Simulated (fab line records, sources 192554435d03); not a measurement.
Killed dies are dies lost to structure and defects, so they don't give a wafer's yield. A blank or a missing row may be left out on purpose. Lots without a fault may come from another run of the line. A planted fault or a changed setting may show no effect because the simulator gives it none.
Which tool did it? | flow n5_finfet | 8 lots, 24 wafers sampled, at 7 steps of a route of 1938

WHAT THE GAUGES READ, wafer by wafer
N5_BEOL_M8_OCD_MEAS_38. Usual: trench_depth_nm 92.3 nm, standard deviation 1.3.
lot  | measured     | on     | trench_depth_nm (nm) | flag
L758 | day 9 23:57  | ocd-02 | 90.7 91.3 90.6       |
L761 | day 10 06:58 | ocd-01 | 91.3 90.5 93.8       |
L762 | day 10 10:08 | ocd-01 | 93.3 91.3 93.3       |
L769 | day 12 13:02 | ocd-01 | 101.0 98.8 97.9      | OFF
L770 | day 13 04:50 | ocd-02 | 102.1 98.7 102.6     | OFF
L774 | day 13 12:23 | ocd-01 | 92.4 94.0 92.1       |
L777 | day 14 04:20 | ocd-02 | 93.8 94.3 92.9       |
L781 | day 15 05:45 | ocd-01 | 91.7 90.6 92.1       |

N5_BEOL_M8_THK_MEAS_53: measures by xrf. Usual: M8_THK 78.3 nm, standard deviation 1.7.
lot  | measured     | on            | M8_THK (nm)    | flag
L758 | day 10 04:05 | film_metro-02 | 77.7 77.1 76.3 |
L761 | day 10 10:44 | film_metro-01 | 76.5 75.4 79.5 |
L762 | day 10 14:25 | film_metro-02 | 78.5 76.0 78.8 |
L769 | day 12 16:07 | film_metro-01 | 88.2 86.2 85.2 | OFF
L770 | day 13 07:18 | film_metro-02 | 87.5 84.3 87.3 | OFF
L774 | day 13 15:20 | film_metro-01 | 78.6 79.5 80.0 |
L777 | day 14 07:13 | film_metro-01 | 81.4 81.1 79.5 |
L781 | day 15 08:32 | film_metro-02 | 77.8 75.8 77.9 |

N5_BEOL_M8_RS_MEAS_57: measures by four-point-probe. Usual: M8_RS 0.291 ohm/sq, standard deviation 0.0068.
lot  | measured     | on            | M8_RS (ohm/sq)    | flag
L758 | day 10 04:16 | film_metro-01 | 0.294 0.298 0.301 |
L761 | day 10 10:52 | film_metro-02 | 0.299 0.305 0.287 |
L762 | day 10 14:33 | film_metro-02 | 0.288 0.304 0.291 |
L769 | day 12 16:14 | film_metro-01 | 0.256 0.263 0.265 | OFF
L770 | day 13 07:26 | film_metro-02 | 0.257 0.266 0.257 | OFF
L774 | day 13 15:28 | film_metro-02 | 0.290 0.286 0.285 |
L777 | day 14 07:21 | film_metro-02 | 0.280 0.280 0.286 |
L781 | day 15 08:40 | film_metro-01 | 0.295 0.303 0.295 |

WHICH TOOL RAN EACH LOT (tool, then ch and the chambers of the sampled wafers, then the start)
lot  | N5_BEOL_M8_ETCH_65                 | N5_BEOL_M8_TRENCH_ETCH_37          | N5_BEOL_M8_ETCH_41                            | N5_BEOL_M8_PRE_CLEAN_45
L758 | rie_diel-05 ch 0,2, day 9 23:34    | rie_diel-05 ch 0,2, day 9 23:47    | rie_diel-05 ch 0,2, day 9 23:57 or earlier    | pvd_sputter-03, day 10 02:35
L761 | rie_diel-05 ch 0,1,2, day 10 06:35 | rie_diel-05 ch 0,1,2, day 10 06:49 | rie_diel-05 ch 0,1,2, day 10 06:58 or earlier | pvd_sputter-01, day 10 07:33
L762 | rie_diel-03 ch 2,3, day 10 09:45   | rie_diel-03 ch 2,3, day 10 09:58   | rie_diel-03 ch 2,3, day 10 10:08 or earlier   | pvd_sputter-02, day 10 11:03
L769 | rie_diel-05 ch 1,2,3, day 12 12:40 | rie_diel-05 ch 1,2,3, day 12 12:53 | rie_diel-05 ch 1,2,3, day 12 13:02 or earlier | pvd_sputter-02, day 12 14:05
L770 | rie_diel-05 ch 0,1,2, day 13 04:28 | rie_diel-05 ch 0,1,2, day 13 04:41 | rie_diel-05 ch 0,1,2, day 13 04:50 or earlier | pvd_sputter-03, day 13 05:43
L774 | rie_diel-03 ch 0,1,3, day 13 12:00 | rie_diel-03 ch 0,1,3, day 13 12:13 | rie_diel-03 ch 0,1,3, day 13 12:23 or earlier | pvd_sputter-02, day 13 13:49
L777 | rie_diel-01 ch 0,2, day 14 03:58   | rie_diel-01 ch 0,2, day 14 04:11   | rie_diel-01 ch 0,2, day 14 04:20 or earlier   | pvd_sputter-02, day 14 05:01
L781 | rie_diel-03 ch 0,1,3, day 15 05:23 | rie_diel-03 ch 0,1,3, day 15 05:37 | rie_diel-03 ch 0,1,3, day 15 05:45 or earlier | pvd_sputter-03, day 15 06:40
- N5_BEOL_M8_ETCH_65: etches SiARC in CF4, target depth 15.6 nm, time 26 s.
- N5_BEOL_M8_TRENCH_ETCH_37: etches SiCOH lowk in C4F6/O2, target depth 93.478 nm, time 31.2 s.
- N5_BEOL_M8_ETCH_41: etches SiCN in CH3F/O2, target depth 31.9 nm, time 57.8 s.
- N5_BEOL_M8_PRE_CLEAN_45: time 30 s.

WHAT THE TOOLS THEMSELVES READ (means of the sampled wafers that have a number; where no wafer has one, the mark that the record gives instead)
N5_BEOL_M8_ETCH_65. Usual: bias_w 35.99 W, standard deviation 0.1; drypump_motor_current_A 5.8 A, standard deviation 0.48; etch_rf_on_time_s 26.3 s, standard deviation 0.43; mfc_ar_sccm 100.0 sccm, standard deviation 0.3; oes_product_au 0.66 a.u., standard deviation 0.077; rf_vpp_V 184.1 V, standard deviation 1.2; showerhead_plenum_p_Torr 2.15 Torr, standard deviation 0.066; throttle_valve_pct 15.59 %, standard deviation 0.25.
lot  | tool        | bias_w (W) | drypump_motor_current_A (A) | etch_rf_on_time_s (s) | mfc_ar_sccm (sccm) | oes_product_au (a.u.) | rf_vpp_V (V) | showerhead_plenum_p_Torr (Torr) | throttle_valve_pct (%) | flag
L758 | rie_diel-05 | 36.01      | 5.9                         | 26.9                  | 99.9               | 0.59                  | 184.7        | 2.15                            | 15.81                  |
L761 | rie_diel-05 | 35.96      | 5.9                         | 26.5                  | 99.9               | 0.67                  | 184.5        | 2.15                            | 15.64                  |
L762 | rie_diel-03 | 36.01      | 6.4                         | 26.1                  | 100.0              | 0.63                  | 183.8        | 2.11                            | 15.69                  |
L769 | rie_diel-05 | 36.00      | 6.0                         | 26.6                  | 99.9               | 0.64                  | 183.2        | 2.11                            | 15.69                  |
L770 | rie_diel-05 | 35.93      | 5.9                         | 26.1                  | 100.2              | 0.72                  | 183.7        | 2.14                            | 15.51                  |
L774 | rie_diel-03 | 35.96      | 6.1                         | 26.2                  | 100.0              | 0.67                  | 184.2        | 2.13                            | 15.50                  |
L777 | rie_diel-01 | 36.04      | 5.4                         | 25.8                  | 100.0              | 0.69                  | 184.8        | 2.22                            | 15.33                  |
L781 | rie_diel-03 | 36.06      | 6.1                         | 26.1                  | 99.7               | 0.65                  | 183.8        | 2.12                            | 15.53                  |

N5_BEOL_M8_TRENCH_ETCH_37. Usual: O2_flow_sccm 10.002 sccm, standard deviation 0.028; bias_w 184.9 W, standard deviation 0.46; drypump_motor_current_A 5.8 A, standard deviation 0.48; mfc_ar_sccm 299.8 sccm, standard deviation 0.9; oes_product_au 0.77 a.u., standard deviation 0.089; rf_vpp_V 661 V, standard deviation 5.5; showerhead_plenum_p_Torr 2.85 Torr, standard deviation 0.089; throttle_valve_pct 20.86 %, standard deviation 0.24.
lot  | tool        | O2_flow_sccm (sccm) | bias_w (W) | drypump_motor_current_A (A) | mfc_ar_sccm (sccm) | oes_product_au (a.u.) | rf_vpp_V (V) | showerhead_plenum_p_Torr (Torr) | throttle_valve_pct (%) | flag
L758 | rie_diel-05 | 10.002              | 184.5      | 5.9                         | 300.2              | 0.69                  | 657          | 2.86                            | 21.06                  |
L761 | rie_diel-05 | 9.994               | 184.6      | 5.9                         | 299.9              | 0.79                  | 658          | 2.85                            | 20.92                  |
L762 | rie_diel-03 | 9.990               | 184.7      | 6.4                         | 299.3              | 0.74                  | 662          | 2.80                            | 20.97                  |
L769 | rie_diel-05 | 10.027              | 231.6      | 5.9                         | 299.1              | 0.80                  | 783          | 2.80                            | 20.98                  | OFF
L770 | rie_diel-05 | 10.012              | 231.5      | 5.9                         | 300.2              | 0.88                  | 784          | 2.84                            | 20.83                  | OFF
L774 | rie_diel-03 | 10.011              | 184.8      | 6.1                         | 300.1              | 0.78                  | 660          | 2.83                            | 20.79                  |
L777 | rie_diel-01 | 9.979               | 184.6      | 5.4                         | 298.6              | 0.81                  | 671          | 2.95                            | 20.62                  |
L781 | rie_diel-03 | 10.003              | 184.6      | 6.1                         | 299.8              | 0.75                  | 660          | 2.82                            | 20.79                  |

N5_BEOL_M8_ETCH_41. Usual: O2_flow_sccm 20.01 sccm, standard deviation 0.055; bias_w 74.96 W, standard deviation 0.2; drypump_motor_current_A 5.8 A, standard deviation 0.48; mfc_ar_sccm 150.0 sccm, standard deviation 0.48; oes_product_au 0.77 a.u., standard deviation 0.089; rf_vpp_V 297.3 V, standard deviation 1.6; showerhead_plenum_p_Torr 2.00 Torr, standard deviation 0.065; throttle_valve_pct 16.28 %, standard deviation 0.25.
lot  | tool        | O2_flow_sccm (sccm) | bias_w (W) | drypump_motor_current_A (A) | mfc_ar_sccm (sccm) | oes_product_au (a.u.) | rf_vpp_V (V) | showerhead_plenum_p_Torr (Torr) | throttle_valve_pct (%) | flag
L758 | rie_diel-05 | 20.05               | 74.97      | 5.9                         | 150.1              | 0.69                  | 297.4        | 2.01                            | 16.50                  |
L761 | rie_diel-05 | 19.98               | 74.85      | 5.9                         | 150.0              | 0.79                  | 298.2        | 2.00                            | 16.31                  |
L762 | rie_diel-03 | 20.08               | 74.76      | 6.4                         | 150.0              | 0.75                  | 296.0        | 1.97                            | 16.38                  |
L769 | rie_diel-05 | 19.97               | 74.92      | 5.9                         | 150.0              | 0.77                  | 296.8        | 1.97                            | 16.37                  |
L770 | rie_diel-05 | 19.99               | 75.04      | 5.9                         | 150.0              | 0.85                  | 296.9        | 1.99                            | 16.21                  |
L774 | rie_diel-03 | 20.02               | 75.13      | 6.1                         | 149.8              | 0.77                  | 296.8        | 1.98                            | 16.21                  |
L777 | rie_diel-01 | 19.97               | 74.86      | 5.4                         | 150.1              | 0.81                  | 298.7        | 2.08                            | 16.02                  |
L781 | rie_diel-03 | 20.00               | 74.96      | 6.1                         | 150.0              | 0.75                  | 296.4        | 1.98                            | 16.23                  |

N5_BEOL_M8_PRE_CLEAN_45. Usual: heater_power_w 348 W, standard deviation 39; susceptor_temp_C 249.97 C, standard deviation 0.18.
lot  | tool           | heater_power_w (W) | susceptor_temp_C (C) | flag
L758 | pvd_sputter-03 | 356                | 249.93               |
L761 | pvd_sputter-01 | 357                | 249.98               |
L762 | pvd_sputter-02 | 365                | 250.05               |
L769 | pvd_sputter-02 | 334                | 249.89               |
L770 | pvd_sputter-03 | 351                | 249.86               |
L774 | pvd_sputter-02 | 337                | 249.79               |
L777 | pvd_sputter-02 | 316                | 249.84               |
L781 | pvd_sputter-03 | 354                | 249.99               |

THE ANSWER, worked out from the rows above alone
Rule: a lot is off if the mean of its wafers that have a number lies more than 3 standard deviations from the usual mean. A lot without any number at a reading at which 4 lots or more have one is off too. The other lots that the step has rows for count as sound. The gauges are gone through in route order, then the tools' own readings, and for those a lot's mean is taken as printed above. The first step at which some lot is off is used, and at that step the reading that is off furthest; a lot without a number counts as furthest.
Off: L769, L770, at N5_BEOL_M8_OCD_MEAS_38 (trench_depth_nm).
A tool fits if, at a process step before that reading, it ran every lot that is off, and no sound lot after the first of them. The gauges at N5_BEOL_M8_OCD_MEAS_38 aren't tried: what is off there is off at N5_BEOL_M8_THK_MEAS_53 too, on other tools, and a gauge's error can't cause that. N5_BEOL_M8_ETCH_41 gives no start for some lots, so the hours and the order of its lots are those of N5_BEOL_M8_OCD_MEAS_38. One fits: rie_diel-05 at N5_BEOL_M8_ETCH_65 and N5_BEOL_M8_TRENCH_ETCH_37 and N5_BEOL_M8_ETCH_41. At N5_BEOL_M8_ETCH_65 its last sound lot is L761 (day 10 06:35), its first lot that is off L769 (day 12 12:40): a fault that began between those two fits.

WHAT THE SIMULATOR HAD PUT IN
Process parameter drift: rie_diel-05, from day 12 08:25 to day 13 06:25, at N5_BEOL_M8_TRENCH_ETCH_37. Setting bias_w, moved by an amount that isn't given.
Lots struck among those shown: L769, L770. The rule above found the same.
